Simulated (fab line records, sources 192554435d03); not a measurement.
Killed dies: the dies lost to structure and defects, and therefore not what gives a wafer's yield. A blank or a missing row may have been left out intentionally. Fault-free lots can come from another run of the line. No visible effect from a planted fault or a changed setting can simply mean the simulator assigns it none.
Which tool did it? || flow n5 finfet || 23 lots, 69 wafers sampled, at 4 steps of a route of 1938

WHAT EACH GAUGE READ, for each wafer
N5_BEOL_M3_RS_MEAS_58: a four-point-probe measurement.
{"lot": "L075", "measured": "day 7 22:41", "on": "film metro-02", "M3_RS (ohm/sq)": "0.71 0.73 0.64"}
{"lot": "L074", "measured": "day 8 02:43", "on": "film metro-02", "M3_RS (ohm/sq)": "0.64 0.67 0.66"}
{"lot": "L076", "measured": "day 8 08:39", "on": "film metro-02", "M3_RS (ohm/sq)": "0.76 0.70 0.66"}
{"lot": "L077", "measured": "day 8 19:59", "on": "film metro-02", "M3_RS (ohm/sq)": "0.73 0.68 0.65"}
{"lot": "L078", "measured": "day 8 20:14", "on": "film metro-01", "M3_RS (ohm/sq)": "0.78 0.71 0.74"}
{"lot": "L079", "measured": "day 9 08:25", "on": "film metro-01", "M3_RS (ohm/sq)": "0.73 0.69 0.67"}
{"lot": "L081", "measured": "day 9 12:17", "on": "film metro-02", "M3_RS (ohm/sq)": "0.67 0.66 0.63"}
{"lot": "L080", "measured": "day 9 15:34", "on": "film metro-01", "M3_RS (ohm/sq)": "0.66 0.69 0.68"}
{"lot": "L082", "measured": "day 9 16:20", "on": "film metro-01", "M3_RS (ohm/sq)": "0.65 0.63 0.72"}
{"lot": "L084", "measured": "day 10 10:00", "on": "film metro-02", "M3_RS (ohm/sq)": "0.68 0.67 0.65"}
{"lot": "L083", "measured": "day 10 14:29", "on": "film metro-02", "M3_RS (ohm/sq)": "0.76 0.72 0.70"}
{"lot": "L085", "measured": "day 10 18:55", "on": "film metro-02", "M3_RS (ohm/sq)": "0.64 0.69 0.68"}
{"lot": "L086", "measured": "day 11 13:35", "on": "film metro-02", "M3_RS (ohm/sq)": "0.71 0.75 0.66"}
{"lot": "L088", "measured": "day 11 15:45", "on": "film metro-01", "M3_RS (ohm/sq)": "0.66 0.67 0.66"}
{"lot": "L087", "measured": "day 12 01:43", "on": "film metro-01", "M3_RS (ohm/sq)": "0.66 0.67 0.66"}
{"lot": "L091", "measured": "day 12 07:14", "on": "film metro-01", "M3_RS (ohm/sq)": "0.68 0.67 0.61"}
{"lot": "L089", "measured": "day 12 11:31", "on": "film metro-02", "M3_RS (ohm/sq)": "0.72 0.68 0.66"}
{"lot": "L090", "measured": "day 12 20:24", "on": "film metro-02", "M3_RS (ohm/sq)": "0.75 0.69 0.69"}
{"lot": "L093", "measured": "day 13 03:35", "on": "film metro-02", "M3_RS (ohm/sq)": "0.68 0.65 0.61"}
{"lot": "L094", "measured": "day 13 14:24", "on": "film metro-01", "M3_RS (ohm/sq)": "0.71 0.66 0.68"}
{"lot": "L095", "measured": "day 13 17:51", "on": "film metro-02", "M3_RS (ohm/sq)": "0.73 0.72 0.74"}
{"lot": "L096", "measured": "day 14 07:17", "on": "film metro-01", "M3_RS (ohm/sq)": "0.70 0.72 0.67"}
{"lot": "L097", "measured": "day 14 14:50", "on": "film metro-02", "M3_RS (ohm/sq)": "0.71 0.71 0.71"}

N5_BEOL_M4_INSPECT_13: inspects for defects (brightfield).
{"lot": "L075", "measured": "day 7 23:53", "on": "defect inspect-01", "raw defect count": "329 328 392"}
{"lot": "L074", "measured": "day 8 03:38", "on": "defect inspect-01", "raw defect count": "495 449 367"}
{"lot": "L076", "measured": "day 8 09:50", "on": "defect inspect-01", "raw defect count": "308 386 417"}
{"lot": "L077", "measured": "day 8 20:43", "on": "defect inspect-01", "raw defect count": "362 492 454"}
{"lot": "L078", "measured": "day 8 20:56", "on": "defect inspect-01", "raw defect count": "432 508 317"}
{"lot": "L079", "measured": "day 9 10:48", "on": "defect inspect-02", "raw defect count": "338 278 312"}
{"lot": "L081", "measured": "day 9 15:41", "on": "defect inspect-02", "raw defect count": "374 263 266"}
{"lot": "L080", "measured": "day 9 18:49", "on": "defect inspect-01", "raw defect count": "360 421 450"}
{"lot": "L082", "measured": "day 9 19:11", "on": "defect inspect-02", "raw defect count": "509 332 335"}
{"lot": "L084", "measured": "day 10 10:45", "on": "defect inspect-02", "raw defect count": "507 676 521"}
{"lot": "L083", "measured": "day 10 17:30", "on": "defect inspect-02", "raw defect count": "349 481 411"}
{"lot": "L085", "measured": "day 10 20:46", "on": "defect inspect-01", "raw defect count": "452 410 542"}
{"lot": "L086", "measured": "day 11 14:37", "on": "defect inspect-01", "raw defect count": "281 442 354"}
{"lot": "L088", "measured": "day 11 17:11", "on": "defect inspect-02", "raw defect count": "342 350 336"}
{"lot": "L087", "measured": "day 12 02:50", "on": "defect inspect-02", "raw defect count": "439 495 469"}
{"lot": "L091", "measured": "day 12 08:28", "on": "defect inspect-01", "raw defect count": "481 328 290"}
{"lot": "L089", "measured": "day 12 12:31", "on": "defect inspect-01", "raw defect count": "448 370 491"}
{"lot": "L090", "measured": "day 12 21:59", "on": "defect inspect-02", "raw defect count": "555 553 425"}
{"lot": "L093", "measured": "day 13 05:19", "on": "defect inspect-02", "raw defect count": "352 383 369"}
{"lot": "L094", "measured": "day 13 15:37", "on": "defect inspect-01", "raw defect count": "323 443 252"}
{"lot": "L095", "measured": "day 13 19:17", "on": "defect inspect-01", "raw defect count": "224 209 226"}
{"lot": "L096", "measured": "day 14 08:53", "on": "defect inspect-02", "raw defect count": "258 225 288"}
{"lot": "L097", "measured": "day 14 15:51", "on": "defect inspect-02", "raw defect count": "369 267 292"}

WHICH TOOL RAN EACH LOT (tool, then ch and the chambers of the sampled wafers, then the start)
{"lot": "L075", "N5_BEOL_M3_TRENCH_ETCH_37": "rie diel-03 ch 0,1,3, day 7 19:14 or earlier", "N5_BEOL_M3_SPUTTER_88": "pvd sputter-02, day 7 19:14"}
{"lot": "L074", "N5_BEOL_M3_TRENCH_ETCH_37": "rie diel-03 ch 2,3, day 8 00:47 or earlier", "N5_BEOL_M3_SPUTTER_88": "pvd sputter-02, day 8 00:47"}
{"lot": "L076", "N5_BEOL_M3_TRENCH_ETCH_37": "rie diel-01 ch 1,2,3, day 8 06:35 or earlier", "N5_BEOL_M3_SPUTTER_88": "pvd sputter-01, day 8 06:35"}
{"lot": "L077", "N5_BEOL_M3_TRENCH_ETCH_37": "rie diel-02 ch 2,3, day 8 13:21 or earlier", "N5_BEOL_M3_SPUTTER_88": "pvd sputter-02, day 8 13:21"}
{"lot": "L078", "N5_BEOL_M3_TRENCH_ETCH_37": "rie diel-03 ch 0,2,3, day 8 13:55 or earlier", "N5_BEOL_M3_SPUTTER_88": "pvd sputter-01, day 8 13:55"}
{"lot": "L079", "N5_BEOL_M3_TRENCH_ETCH_37": "rie diel-02 ch 1,2,3, day 9 04:17 or earlier", "N5_BEOL_M3_SPUTTER_88": "pvd sputter-02, day 9 04:17"}
{"lot": "L081", "N5_BEOL_M3_TRENCH_ETCH_37": "rie diel-01 ch 0,3, day 9 09:16 or earlier", "N5_BEOL_M3_SPUTTER_88": "pvd sputter-03, day 9 09:16"}
{"lot": "L080", "N5_BEOL_M3_TRENCH_ETCH_37": "rie diel-02 ch 1,3, day 9 12:28 or earlier", "N5_BEOL_M3_SPUTTER_88": "pvd sputter-03, day 9 12:28"}
{"lot": "L082", "N5_BEOL_M3_TRENCH_ETCH_37": "rie diel-03 ch 1,2,3, day 9 14:19 or earlier", "N5_BEOL_M3_SPUTTER_88": "pvd sputter-03, day 9 14:19"}
{"lot": "L084", "N5_BEOL_M3_TRENCH_ETCH_37": "rie diel-02 ch 0,3, day 10 00:22 or earlier", "N5_BEOL_M3_SPUTTER_88": "pvd sputter-03, day 10 00:22"}
{"lot": "L083", "N5_BEOL_M3_TRENCH_ETCH_37": "rie diel-01 ch 0,1,2, day 10 11:27 or earlier", "N5_BEOL_M3_SPUTTER_88": "pvd sputter-03, day 10 11:27"}
{"lot": "L085", "N5_BEOL_M3_TRENCH_ETCH_37": "rie diel-01 ch 0,1,3, day 10 14:36 or earlier", "N5_BEOL_M3_SPUTTER_88": "pvd sputter-01, day 10 14:36"}
{"lot": "L086", "N5_BEOL_M3_TRENCH_ETCH_37": "rie diel-02 ch 0,1,3, day 11 09:23 or earlier", "N5_BEOL_M3_SPUTTER_88": "pvd sputter-01, day 11 09:23"}
{"lot": "L088", "N5_BEOL_M3_TRENCH_ETCH_37": "rie diel-02 ch 0,2,3, day 11 13:33 or earlier", "N5_BEOL_M3_SPUTTER_88": "pvd sputter-02, day 11 13:33"}
{"lot": "L087", "N5_BEOL_M3_TRENCH_ETCH_37": "rie diel-01 ch 1,3, day 11 23:46 or earlier", "N5_BEOL_M3_SPUTTER_88": "pvd sputter-02, day 11 23:46"}
{"lot": "L091", "N5_BEOL_M3_TRENCH_ETCH_37": "rie diel-01 ch 1,3, day 12 05:17 or earlier", "N5_BEOL_M3_SPUTTER_88": "pvd sputter-01, day 12 05:17"}
{"lot": "L089", "N5_BEOL_M3_TRENCH_ETCH_37": "rie diel-02 ch 2,3, day 12 09:35 or earlier", "N5_BEOL_M3_SPUTTER_88": "pvd sputter-01, day 12 09:35"}
{"lot": "L090", "N5_BEOL_M3_TRENCH_ETCH_37": "rie diel-02 ch 0,1,2, day 12 18:28 or earlier", "N5_BEOL_M3_SPUTTER_88": "pvd sputter-03, day 12 18:28"}
{"lot": "L093", "N5_BEOL_M3_TRENCH_ETCH_37": "rie diel-01 ch 1,2,3, day 12 23:34 or earlier", "N5_BEOL_M3_SPUTTER_88": "pvd sputter-01, day 12 23:34"}
{"lot": "L094", "N5_BEOL_M3_TRENCH_ETCH_37": "rie diel-03 ch 0,1,2, day 13 12:26 or earlier", "N5_BEOL_M3_SPUTTER_88": "pvd sputter-01, day 13 12:26"}
{"lot": "L095", "N5_BEOL_M3_TRENCH_ETCH_37": "rie diel-03 ch 0,2,3, day 13 15:55 or earlier", "N5_BEOL_M3_SPUTTER_88": "pvd sputter-03, day 13 15:55"}
{"lot": "L096", "N5_BEOL_M3_TRENCH_ETCH_37": "rie diel-01 ch 0,1,2, day 14 05:22 or earlier", "N5_BEOL_M3_SPUTTER_88": "pvd sputter-03, day 14 05:22"}
{"lot": "L097", "N5_BEOL_M3_TRENCH_ETCH_37": "rie diel-02 ch 0,1,2, day 14 12:54 or earlier", "N5_BEOL_M3_SPUTTER_88": "pvd sputter-03, day 14 12:54"}
- N5_BEOL_M3_TRENCH_ETCH_37: etches SiOC in C4F6/O2, target depth 55.555 nm, time 29.2 s.
- N5_BEOL_M3_SPUTTER_88: material Cu, target thk 4.5 nm, time 8.29 s.

WHAT THE TOOLS THEMSELVES READ (means of the sampled wafers that have a number; where no wafer has one, the mark that the record gives instead)
N5_BEOL_M3_TRENCH_ETCH_37.
{"lot": "L075", "tool": "rie diel-03", "drypump motor current A (A)": 5.6, "oes product au (a.u.)": 0.73, "rf vpp V (V)": 669, "showerhead plenum p Torr (Torr)": 2.79, "throttle valve pct (%)": 21.15}
{"lot": "L074", "tool": "rie diel-03", "drypump motor current A (A)": 5.4, "oes product au (a.u.)": 0.75, "rf vpp V (V)": 660, "showerhead plenum p Torr (Torr)": 2.83, "throttle valve pct (%)": 21.16}
{"lot": "L076", "tool": "rie diel-01", "drypump motor current A (A)": 6.0, "oes product au (a.u.)": 0.75, "rf vpp V (V)": 668, "showerhead plenum p Torr (Torr)": 2.83, "throttle valve pct (%)": 21.04}
{"lot": "L077", "tool": "rie diel-02", "drypump motor current A (A)": 5.2, "oes product au (a.u.)": 0.87, "rf vpp V (V)": 670, "showerhead plenum p Torr (Torr)": 2.98, "throttle valve pct (%)": 21.13}
{"lot": "L078", "tool": "rie diel-03", "drypump motor current A (A)": 5.4, "oes product au (a.u.)": 0.74, "rf vpp V (V)": 664, "showerhead plenum p Torr (Torr)": 2.84, "throttle valve pct (%)": 21.13}
{"lot": "L079", "tool": "rie diel-02", "drypump motor current A (A)": 5.4, "oes product au (a.u.)": 0.79, "rf vpp V (V)": 667, "showerhead plenum p Torr (Torr)": 2.94, "throttle valve pct (%)": 21.13}
{"lot": "L081", "tool": "rie diel-01", "drypump motor current A (A)": 6.2, "oes product au (a.u.)": 0.73, "rf vpp V (V)": 668, "showerhead plenum p Torr (Torr)": 2.75, "throttle valve pct (%)": 20.98}
{"lot": "L080", "tool": "rie diel-02", "drypump motor current A (A)": 5.4, "oes product au (a.u.)": 0.80, "rf vpp V (V)": 677, "showerhead plenum p Torr (Torr)": 2.98, "throttle valve pct (%)": 21.09}
{"lot": "L082", "tool": "rie diel-03", "drypump motor current A (A)": 5.6, "oes product au (a.u.)": 0.81, "rf vpp V (V)": 668, "showerhead plenum p Torr (Torr)": 2.89, "throttle valve pct (%)": 21.10}
{"lot": "L084", "tool": "rie diel-02", "drypump motor current A (A)": 5.6, "oes product au (a.u.)": 0.87, "rf vpp V (V)": 673, "showerhead plenum p Torr (Torr)": 2.87, "throttle valve pct (%)": 20.69}
{"lot": "L083", "tool": "rie diel-01", "drypump motor current A (A)": 5.8, "oes product au (a.u.)": 0.72, "rf vpp V (V)": 665, "showerhead plenum p Torr (Torr)": 2.86, "throttle valve pct (%)": 21.15}
{"lot": "L085", "tool": "rie diel-01", "drypump motor current A (A)": 6.1, "oes product au (a.u.)": 0.72, "rf vpp V (V)": 667, "showerhead plenum p Torr (Torr)": 2.79, "throttle valve pct (%)": 21.06}
{"lot": "L086", "tool": "rie diel-02", "drypump motor current A (A)": 5.5, "oes product au (a.u.)": 0.82, "rf vpp V (V)": 675, "showerhead plenum p Torr (Torr)": 2.92, "throttle valve pct (%)": 20.89}
{"lot": "L088", "tool": "rie diel-02", "drypump motor current A (A)": 5.5, "oes product au (a.u.)": 0.82, "rf vpp V (V)": 666, "showerhead plenum p Torr (Torr)": 2.88, "throttle valve pct (%)": 20.95}
{"lot": "L087", "tool": "rie diel-01", "drypump motor current A (A)": 6.2, "oes product au (a.u.)": 0.72, "rf vpp V (V)": 670, "showerhead plenum p Torr (Torr)": 2.79, "throttle valve pct (%)": 21.08}
{"lot": "L091", "tool": "rie diel-01", "drypump motor current A (A)": 6.3, "oes product au (a.u.)": 0.71, "rf vpp V (V)": 670, "showerhead plenum p Torr (Torr)": 2.74, "throttle valve pct (%)": 21.00}
{"lot": "L089", "tool": "rie diel-02", "drypump motor current A (A)": 5.4, "oes product au (a.u.)": 0.77, "rf vpp V (V)": 657, "showerhead plenum p Torr (Torr)": 2.89, "throttle valve pct (%)": 21.20}
{"lot": "L090", "tool": "rie diel-02", "drypump motor current A (A)": 5.7, "oes product au (a.u.)": 0.74, "rf vpp V (V)": 663, "showerhead plenum p Torr (Torr)": 2.84, "throttle valve pct (%)": 20.95}
{"lot": "L093", "tool": "rie diel-01", "drypump motor current A (A)": 6.0, "oes product au (a.u.)": 0.72, "rf vpp V (V)": 667, "showerhead plenum p Torr (Torr)": 2.81, "throttle valve pct (%)": 21.08}
{"lot": "L094", "tool": "rie diel-03", "drypump motor current A (A)": 5.6, "oes product au (a.u.)": 0.78, "rf vpp V (V)": 673, "showerhead plenum p Torr (Torr)": 2.89, "throttle valve pct (%)": 21.04}
{"lot": "L095", "tool": "rie diel-03", "drypump motor current A (A)": 5.4, "oes product au (a.u.)": 0.72, "rf vpp V (V)": 663, "showerhead plenum p Torr (Torr)": 2.83, "throttle valve pct (%)": 21.17}
{"lot": "L096", "tool": "rie diel-01", "drypump motor current A (A)": 5.7, "oes product au (a.u.)": 0.70, "rf vpp V (V)": 665, "showerhead plenum p Torr (Torr)": 2.85, "throttle valve pct (%)": 21.19}
{"lot": "L097", "tool": "rie diel-02", "drypump motor current A (A)": 5.7, "oes product au (a.u.)": 0.74, "rf vpp V (V)": 661, "showerhead plenum p Torr (Torr)": 2.84, "throttle valve pct (%)": 20.98}

N5_BEOL_M3_SPUTTER_88.
{"lot": "L075", "tool": "pvd sputter-02", "chuck gas flow sccm (sccm)": 1.28, "throttle valve pct (%)": 30.1}
{"lot": "L074", "tool": "pvd sputter-02", "chuck gas flow sccm (sccm)": 1.25, "throttle valve pct (%)": 31.2}
{"lot": "L076", "tool": "pvd sputter-01", "chuck gas flow sccm (sccm)": 1.30, "throttle valve pct (%)": 30.3}
{"lot": "L077", "tool": "pvd sputter-02", "chuck gas flow sccm (sccm)": 1.22, "throttle valve pct (%)": 30.8}
{"lot": "L078", "tool": "pvd sputter-01", "chuck gas flow sccm (sccm)": 1.28, "throttle valve pct (%)": 30.4}
{"lot": "L079", "tool": "pvd sputter-02", "chuck gas flow sccm (sccm)": 1.31, "throttle valve pct (%)": 31.4}
{"lot": "L081", "tool": "pvd sputter-03", "chuck gas flow sccm (sccm)": 1.24, "throttle valve pct (%)": 30.1}
{"lot": "L080", "tool": "pvd sputter-03", "chuck gas flow sccm (sccm)": 1.27, "throttle valve pct (%)": 30.6}
{"lot": "L082", "tool": "pvd sputter-03", "chuck gas flow sccm (sccm)": 1.23, "throttle valve pct (%)": 29.5}
{"lot": "L084", "tool": "pvd sputter-03", "chuck gas flow sccm (sccm)": 1.22, "throttle valve pct (%)": 30.0}
{"lot": "L083", "tool": "pvd sputter-03", "chuck gas flow sccm (sccm)": 1.25, "throttle valve pct (%)": 30.3}
{"lot": "L085", "tool": "pvd sputter-01", "chuck gas flow sccm (sccm)": 1.26, "throttle valve pct (%)": 30.3}
{"lot": "L086", "tool": "pvd sputter-01", "chuck gas flow sccm (sccm)": 1.32, "throttle valve pct (%)": 30.7}
{"lot": "L088", "tool": "pvd sputter-02", "chuck gas flow sccm (sccm)": 1.33, "throttle valve pct (%)": 30.8}
{"lot": "L087", "tool": "pvd sputter-02", "chuck gas flow sccm (sccm)": 1.28, "throttle valve pct (%)": 31.4}
{"lot": "L091", "tool": "pvd sputter-01", "chuck gas flow sccm (sccm)": 1.26, "throttle valve pct (%)": 31.1}
{"lot": "L089", "tool": "pvd sputter-01", "chuck gas flow sccm (sccm)": 1.25, "throttle valve pct (%)": 30.2}
{"lot": "L090", "tool": "pvd sputter-03", "chuck gas flow sccm (sccm)": 1.26, "throttle valve pct (%)": 30.9}
{"lot": "L093", "tool": "pvd sputter-01", "chuck gas flow sccm (sccm)": 1.26, "throttle valve pct (%)": 31.2}
{"lot": "L094", "tool": "pvd sputter-01", "chuck gas flow sccm (sccm)": 1.25, "throttle valve pct (%)": 30.9}
{"lot": "L095", "tool": "pvd sputter-03", "chuck gas flow sccm (sccm)": 1.29, "throttle valve pct (%)": 30.8}
{"lot": "L096", "tool": "pvd sputter-03", "chuck gas flow sccm (sccm)": 1.25, "throttle valve pct (%)": 30.3}
{"lot": "L097", "tool": "pvd sputter-03", "chuck gas flow sccm (sccm)": 1.20, "throttle valve pct (%)": 30.6}

THE ANSWER, worked out from the rows above alone
Rule: what is usual is taken from the lots themselves. Put in order of their means at a reading, lots are off if they are a third of the lots or fewer, leave a main group of 4 or more, and stand apart from it by a gap of 3 or more times the standard deviation of the main group's means; of several such gaps the widest counts. A main group is skipped when, at the precision printed for the reading in the tables above, its means are all equal. A lot without any number at a reading at which 4 lots or more have one is off too. The other lots that the step has rows for count as sound. Order of review: gauges by route order, followed by the tools' own readings, for which a lot's mean as printed above is used. The first step at which some lot is off is used, and at that step the reading that is off furthest; a lot without a number counts as furthest.
No lot is off at any reading shown: from this, nothing can be told.

WHAT HAD BEEN PUT IN BY THE SIMULATOR
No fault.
